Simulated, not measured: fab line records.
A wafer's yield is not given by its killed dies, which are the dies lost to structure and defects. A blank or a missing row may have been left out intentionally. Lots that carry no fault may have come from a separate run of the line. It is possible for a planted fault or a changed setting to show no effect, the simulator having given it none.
fab line records ; flow n5Finfet
record: lots: 4; wafers: 12; lastDay: 19
route steps=1938 shown BEOL_M0@743 BEOL_M1@751 BEOL_M4@1111 PASSIVATION@1936
lots with no fault: from the same line, run without faults
startH: hours from the record's opening day to when the first of the lot's shown wafers began ; waitH: how many hours have passed since the lot's step before this one ; " unchanged from the row above ; L1.1+2: a row that stands for several wafers ; - no value present, or no start provided ; * or withheld: withheld ; < > ~ a bound
route shown NAME@n: NAME is a module with steps in the file, n the number in the route of the first one ; usual: mean/standard deviation of fault-free wafers ; same: alike in all rows ; chamber/n: place in a boat ; sites: readings site by site ; _std_site: the values' standard deviation ; _edge_site: mean of outer sites minus mean of inner sites ; radiusMm: for every site, how far away it sits from the centre of the wafer ; mask NAME#n: copy n ; behind: the tool/chamber that last shaped the wafer ; hold: why the lot was held/for how many hours/how that ended ; device: transistor that didn't switch, given as n, p or np ; end of line: the tests these same wafers got at the end of their route ; a step given without rows: its recipe and nothing more ; killed: dies lost to structure and defects at the first sort, not the wafer's yield ; map: shows each die of a wafer: x if killed, . if not, _ if none is there
set.NAME: the setting as run; set.NAME@STEP: as run at that earlier step ; model.NAME: the simulator's own value behind a step, which no gauge read
lots at some steps of the route; a table a step, a row a wafer
services: a tool's chamber out of use, with start hour (startH, from the record's first day; less than 0 if before it), hours out, and reason
== steps ==
step: N5_BEOL_M0_CMP_120
recipe: stopOn: SiOC; tOverpolishS: 6.9; downForcePsi: 1; platenRpm: 50; clearingPlatenDownForcePsi: 1.5; clearingPlatenRpm: 50; postCmpClean: cuAlkaline; clearingPlatenPadVelocityMS: 0.99484; padVelocityMS: 0.99484
step: N5_BEOL_M0_PRE_CLEAN_131
recipe: gas: NH3/H2; timeS: 15; tempC: *; rfPowerW: 300
step: N5_BEOL_M0_CO_CAP_123
recipe: material: Co; targetThkA: 20; tempC: 200; precursor: CCTBA/H2; pressureTorr: 30; timeS: 102.1
step: N5_BEOL_M0_PRE_CLEAN_124
recipe: gas: NH3; timeS: 15; tempC: withheld; rfPowerW: 300
step: N5_BEOL_M0_DEP_125
recipe: material: SiCN; targetThkA: 80; tempC: withheld; precursor: 3MS/NH3; pressureTorr: 3; rfW: 202; timeS: 14
step: N5_BEOL_M1_ILD_DEP_00
recipe: material: SiOC; targetThkA: 790; tempC: 350; precursor: DEMS/O2; pressureTorr: 5; rfW: 500; timeS: 15.3
step: N5_BEOL_M1_PECVD_72
recipe: material: SiO2; targetThkA: 160; tempC: 400; precursor: TEOS/O2; pressureTorr: 5.5; rfW: 450; teosFlowSccm: 53.8; gas: O2; flowSccm: 3000; timeS: 18
step: N5_BEOL_M1_HM_DEP_02
recipe: material: TiN; targetThkA: 200; tempC: 25; chamberPressurePa: 0.49996
step: N5_BEOL_M1_COAT_61
recipe: resist: SOC; tempC: 250; timeS: 60; spinRpm: 1500; resistThkNm: 60
usual: spinSpeedRpm: 1500.3/1.2
lot.wafer;tool;chamber;startH;waitH;spinSpeedRpm;model.SOC_of_BEOL_M1_COAT_61.thkNm
L677.1;lithoTrack-02;0;156.11;0.1;1499.3;60.2
L677.2;lithoTrack-02;0;156.11;0.1;1499.5;60.2
L677.5;lithoTrack-02;0;156.11;0.1;1500.3;60.2
L681.2;lithoTrack-02;0;183.93;0.1;1541.7;59.2
L681.5;lithoTrack-02;0;183.93;0.1;1543.1;59.2
L681.6;lithoTrack-02;0;183.93;0.1;1542.1;59.2
L682.3;lithoTrack-02;0;186.38;0.1;1540.5;59.2
L682.4;lithoTrack-02;0;186.38;0.1;1541.1;59.2
L682.6;lithoTrack-02;0;186.38;0.1;1539.8;59
L689.1;lithoTrack-04;0;239.65;0.1;1502.2;60.4
L689.2;lithoTrack-04;0;239.65;0.1;1499.3;60.4
L689.6;lithoTrack-04;0;239.65;0.1;1500.7;60.6
step: N5_BEOL_M1_COAT_62
recipe: resist: SiARC; tempC: 220; timeS: 60; spinRpm: 1500; resistThkNm: 12
step: N5_BEOL_M1_COAT_73
recipe: resist: underlayer; tempC: 205; timeS: 60; spinRpm: 1500; resistThkNm: 5
step: N5_BEOL_M1_COAT_05
recipe: resist: CAR-EUV; spinRpm: 1500; resistThkNm: 30
step: N5_BEOL_M1_EBR_07
recipe: solvent: PGMEA; ebrWidthMm: 1.5
step: N5_BEOL_M1_SOFTBAKE_06
recipe: tempC: 110; timeS: 60; resist: CAR-EUV
step: N5_BEOL_M1_EXPOSE_08
recipe: maskId: M1; na: 0.33; sourceShape: dipole; sigmaInner: 0.369; sigmaOuter: 0.767; polarization: unpolarized; doseMj: 33
step: N5_BEOL_M1_PEB_09
recipe: pebTempC: 100; pebTimeS: 60; resist: CAR-EUV
step: N5_BEOL_M1_DEVELOP_10
recipe: developTimeS: 30; developer: TMAH; resist: CAR-EUV; rinseLiquid: surfactantRinse; dry: airSpin; devTempC: 23
step: N5_BEOL_M1_DESCUM_16
recipe: chemistry: O2; timeS: 7; sourcePowerW: 50; biasPowerW: 20; pressureMtorr: 20; rfFrequencyHz: 2.712e+07; tempC: 40; resist: CAR-EUV; o2FlowSccm: 225
step: N5_BEOL_M1_ETCH_74
recipe: chemistry: N2/H2; target: underlayer; targetDepthA: 65; maskMaterial: CAR-EUV; timeS: 5.2; ionEnergyEv: 200; pressureMtorr: 30; sourceW: 840; biasW: 150; n2FlowSccm: 200; h2FlowSccm: 200; ends: cleared
step: N5_BEOL_M1_ETCH_63
recipe: chemistry: CF4; target: SiARC; targetDepthA: 156; maskMaterial: CAR-EUV; timeS: 26; ionEnergyEv: 80; pressureMtorr: 40; sourceW: 545; biasW: 36; Ar_flow_sccm: 100; cf4FlowSccm: 100; ends: cleared
step: N5_BEOL_M1_ETCH_64
recipe: chemistry: N2/H2; target: SOC; targetDepthA: 750; overetchA: 150; maskMaterial: SiARC; tempC: 40; timeS: 112.5; ionEnergyEv: 200; pressureMtorr: 30; sourceW: 840; biasW: 150; n2FlowSccm: 200; h2FlowSccm: 200
usual: drypumpMotorCurrentA: 5.4/0.45; oesProductAu: 0.60/0.051; rfVppV: 525.2/2.3; showerheadPlenumPTorr: 2.59/0.083; tempC: 40.00/0.1; throttleValvePct: 17.86/0.24
lot.wafer;tool;chamber;startH;waitH;drypumpMotorCurrentA;oesProductAu;rfHoursCounterH;rfVppV;showerheadPlenumPTorr;tempC;throttleValvePct;model.etch.depthNm
L677.1;rieDiel-02;2;156.70;0.0;4.8;0.68;65;526.6;2.69;40.07;18.32;60.28
L677.2;rieDiel-02;1;156.70;0.0;5.0;0.60;142;526.6;2.66;40.03;17.62;60.16
L677.5;rieDiel-02;2;156.70;0.0;4.8;0.67;-;528.0;2.69;40.03;18.31;60.13
L681.2;rieDiel-04;3;184.90;0.0;5.7;0.60;139;525.0;2.54;39.96;17.69;59.23
L681.5;rieDiel-04;2;184.90;0.0;5.5;0.57;-;524.5;2.52;40.08;17.92;59.23
L681.6;rieDiel-04;3;184.90;0.0;5.7;0.60;-;525.1;2.54;39.87;17.70;59.25
L682.3;rieDiel-02;2;186.95;0.0;4.8;0.65;76;527.9;2.69;40.03;18.32;59.22
L682.4;rieDiel-02;1;186.95;0.0;5.0;0.60;153;526.0;2.65;40.17;17.62;59.26
L682.6;rieDiel-02;0;186.95;0.0;5.0;0.55;-;525.6;2.64;39.83;17.97;59.08
L689.1;rieDiel-02;1;240.11;0.0;5.1;0.59;167;526.6;2.65;39.97;17.66;60.45
L689.2;rieDiel-02;0;240.11;0.0;5.1;0.55;215;527.2;2.63;39.89;18.01;60.42
L689.6;rieDiel-02;2;240.11;0.0;4.8;0.66;-;527.6;2.68;40.04;18.34;60.54
step: N5_BEOL_M1_STRIP_65
recipe: chemistry: N2/H2; tempC: 40; n2FlowSccm: 200; h2FlowSccm: 200; rfFrequencyHz: 6e+07
step: N5_BEOL_M1_STRIP_75
recipe: chemistry: N2/H2; tempC: 40; n2FlowSccm: 200; h2FlowSccm: 200; rfFrequencyHz: 6e+07
step: N5_BEOL_M1_STRIP_66
recipe: chemistry: CF4; resist: SiARC; powerW: 300; biasPowerW: 75; pressureMtorr: 50; cf4FlowSccm: 150; rfFrequencyHz: 6e+07
step: N5_BEOL_M1_HM_OPEN_17
recipe: chemistry: Cl2/BCl3; targetDepthA: 200; overetchA: 60; target: TiN; maskMaterial: SOC; ionEnergyEv: 150; pressureMtorr: 10; icpW: 1000; biasW: 126; Cl2_flow_sccm: 53.25; bcl3FlowSccm: 21.75; Ar_flow_sccm: 25
usual: bcl3FlowSccm: 21.75/0.063; drypumpMotorCurrentA: 5.5/0.44; oesProductAu: 0.63/0.083; throttleValvePct: 22.09/0.12
lot.wafer;tool;chamber;startH;waitH;bcl3FlowSccm;drypumpMotorCurrentA;oesProductAu;rfHoursCounterH;throttleValvePct;model.SOC_of_BEOL_M1_COAT_61.thkNm
L677.1;rieMetal-02;0;156.87;0.0;21.73;6.1;0.74;20;22.07;52.6
L677.2;rieMetal-02;1;156.87;0.0;21.70;5.0;0.58;97;21.87;52.2
L677.5;rieMetal-02;0;156.87;0.0;21.63;6.0;0.73;-;22.08;52.4
L681.2;rieMetal-03;1;185.06;0.0;21.77;5.4;0.68;35;22.24;51
L681.5;rieMetal-03;0;185.06;0.0;21.75;6.0;0.54;-;22.10;51.4
L681.6;rieMetal-03;1;185.06;0.0;21.79;5.4;0.68;-;22.24;51.2
L682.3;rieMetal-03;1;187.14;0.1;21.82;5.4;0.68;-;22.24;51.2
L682.4;rieMetal-03;0;187.14;0.1;21.75;6.0;0.55;-;22.10;51.4
L682.6;rieMetal-03;0;187.14;0.1;21.71;6.0;0.54;-;22.09;51.2
L689.1;rieMetal-02;0;240.28;0.0;21.76;6.0;0.71;28;22.08;52.6
L689.2;rieMetal-02;1;240.28;0.0;21.63;5.0;0.56;105;21.90;52.6
L689.6;rieMetal-02;0;240.28;0.0;21.79;6.0;0.70;-;22.09;52.8
step: N5_BEOL_M1_STRIP_19
recipe: chemistry: O2; powerW: 400; tempC: 40; pressureMtorr: 30; rfFrequencyHz: 6e+07; biasPowerW: 0; overashFraction: 0.2; o2FlowSccm: 225
step: N5_BEOL_M4_RC_MEAS_101
usual: DIBL_N: 36.3/1.2; DIBL_P: 36.3/1.4; IOFF_N: 0.160/0.02; IOFF_P: 0.210/0.025; ION_N: 675/9.5; ION_P: 462/7; SS_N: 71.5/0.53; SS_P: 73.4/0.55; VT_N: 249.5/2.6; VT_P: -250.1/2.9
lot.wafer;tool;chamber;startH;waitH;DIBL_N[mV/V];DIBL_P[mV/V];IOFF_N[nA/um];IOFF_P[nA/um];ION_N[uA/um];ION_P[uA/um];SS_N[mV/dec];SS_P[mV/dec];VT_N[mV];VT_P[mV]
L677.1;prober-01;0;221.03;0.0;38.1;38.2;0.185;0.239;685;468;71.7;73.6;250.3;-249.3
L677.2;prober-01;0;221.03;0.0;36.5;35.4;0.151;0.197;682;460;71.9;73.5;252.0;-251.2
L677.5;prober-01;0;221.03;0.0;38.6;38.3;0.192;0.237;693;471;72.1;73.9;249.6;-250.4
L681.2;prober-01;0;266.73;0.2;35.7;34.4;0.146;0.208;672;463;70.5;72.9;249.7;-247.3
L681.5;prober-01;0;266.73;0.2;38.0;37.1;0.197;0.260;687;479;71.3;74.1;245.6;-245.5
L681.6;prober-01;0;266.73;0.2;36.6;35.8;0.168;0.246;677;471;71.3;73.0;247.9;-244.0
L682.3;prober-02;0;283.28;0.3;36.1;35.6;0.153;0.206;670;455;72.4;74.4;250.6;-252.6
L682.4;prober-02;0;283.28;0.3;35.7;35.1;0.140;0.183;656;457;71.8;73.2;254.5;-253.1
L682.6;prober-02;0;283.28;0.3;34.8;35.5;0.134;0.198;680;465;71.3;73.1;250.1;-254.4
L689.1;prober-02;0;338.15;0.0;38.0;39.3;0.195;0.254;681;471;71.8;72.9;247.0;-247.5
L689.2;prober-02;0;338.15;0.0;36.0;36.0;0.144;0.194;675;463;71.4;73.5;249.6;-252.1
L689.6;prober-02;0;338.15;0.0;38.7;39.4;0.194;0.248;692;471;71.4;74.3;245.6;-246.6
step: N5_PASSIVATION_PROBE_49
usual: defectLimitedYield: 90.9/1.3; killed_at_M0_to_M3: 36/11; killed_at_M4_up: 13/5.1; killedAtContacts: 14/4.9; killedAtFrontEnd: 41/10; killedAtOther: 3.4/2.6; killedDies: 107/16; killedOpen: 70/11; killedShort: 36/7.8; sort_bin_5_function: 5.4/0.84; sort_bin_6_memory: 3.4/0.67; sortNPass: 1073/16; sortYieldPct: 90.9/1.3
same: grossDies: 1180; killedAtBackSide: 0; sort_bin_4_leakage[%]: 0; sort_bin_8_speed[%]: 0
lot.wafer;tool;chamber;startH;waitH;defectLimitedYield[%];killed_at_M0_to_M3;killed_at_M4_up;killedAtContacts;killedAtFrontEnd;killedAtOther;killedDies;killedOpen;killedShort;sort_bin_5_function[%];sort_bin_6_memory[%];sortNPass;sortYieldPct[%]
L677.1;prober-02;-;347.48;0.0;91.6;33;5;18;42;1;99;56;42;5.2;3.0;1081;91.6
L677.2;prober-02;-;347.53;0.1;90.1;27;16;11;63;0;117;77;40;5.6;4.0;1063;90.1
L677.5;prober-02;-;347.68;0.2;88.8;31;7;16;75;3;132;92;40;7.0;3.4;1048;88.8
killed by level:class
L677.1 MOL_CONTACT_COAG:geometricParticle:open=13 STI_FIN_REVEAL:geometricParticle:open=11 FIN_SAQP:geometricParticle:short=8 BEOL_M0_SAQP:geometricParticle:short=8 BEOL_M2:geometricParticle:open=8 BEOL_M0_SAQP:geometricParticle:open=7 GATE_CUT:geometricParticle:short=5 MOL_CONTACT_COAG:geometricParticle:short=5
L677.2 STI_FIN_REVEAL:geometricParticle:open=17 FIN_SAQP:geometricParticle:open=11 MOL_CONTACT_COAG:geometricParticle:open=10 BEOL_M2:geometricParticle:open=10 BEOL_M0_SAQP:geometricParticle:short=7 BEOL_M4:geometricParticle:short=7 FIN_SAQP:geometricParticle:short=6 STI_FIN_REVEAL:geometricParticle:short=5
L677.5 STI_FIN_REVEAL:geometricParticle:open=32 MOL_CONTACT_COAG:geometricParticle:open=13 FIN_SAQP:geometricParticle:short=10 FIN_SAQP:geometricParticle:open=8 BEOL_M2:geometricParticle:open=8 BEOL_M0_SAQP:geometricParticle:open=7 STI_FIN_REVEAL:geometricParticle:short=5 BEOL_M0_SAQP:geometricParticle:short=5
== services ==
tool;chamber;startH;hours;kind
rieDiel-02;2;137.47;6.3;repair
rieDiel-02;3;164.68;12.2;repair
rieDiel-04;1;180.16;11.0;repair
lithoTrack-02;-;185.61;-;consumableReplace:filter
rieDiel-04;0;191.20;-;clean
rieDiel-04;0;191.20;-;consumableReplace:focusRing
rieDiel-04;0;191.20;20.1;scheduledDown
rieDiel-04;0;191.20;20.1;ventCycle
rieDiel-02;-;195.75;0.3;repair
rieDiel-02;3;210.60;4.7;repair
rieDiel-04;1;237.23;-;clean
rieDiel-04;1;237.23;-;consumableReplace:focusRing
rieDiel-04;1;237.23;-;consumableReplace:showerhead
rieDiel-04;1;237.23;24.6;scheduledDown
rieDiel-04;1;237.23;24.6;ventCycle
== key ==
firstSign: step: N5_BEOL_M1_COAT_61; reading: spinSpeedRpm; direction: up; sigmas: 34; usual: *; struck: *
effect none on later readings
modelEffect: step: N5_BEOL_M1_COAT_61; value: SOC_of_BEOL_M1_COAT_61.thkNm; without: 59.97; struck: 59.17
modelEffect: step: N5_BEOL_M1_ETCH_64; value: etch.depthNm; without: 60.01; struck: 59.21
modelEffect: step: N5_BEOL_M1_HM_OPEN_17; value: SOC_of_BEOL_M1_COAT_61.thkNm; without: 52.03; struck: 51.23
metAt N5_BEOL_M1_COAT_61
struckWafers L681.2,L681.5,L681.6,L682.3,L682.4,L682.6
onsetBetween 156.11 183.93
fault: kind: processParameterDrift; tool: lithoTrack-02; chamber: -; onsetH: 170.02; steps: N5_BEOL_M1_COAT_61; channel: spinRpm; offset: *; shape: step; endH: 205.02; actsIn: *; stated: *
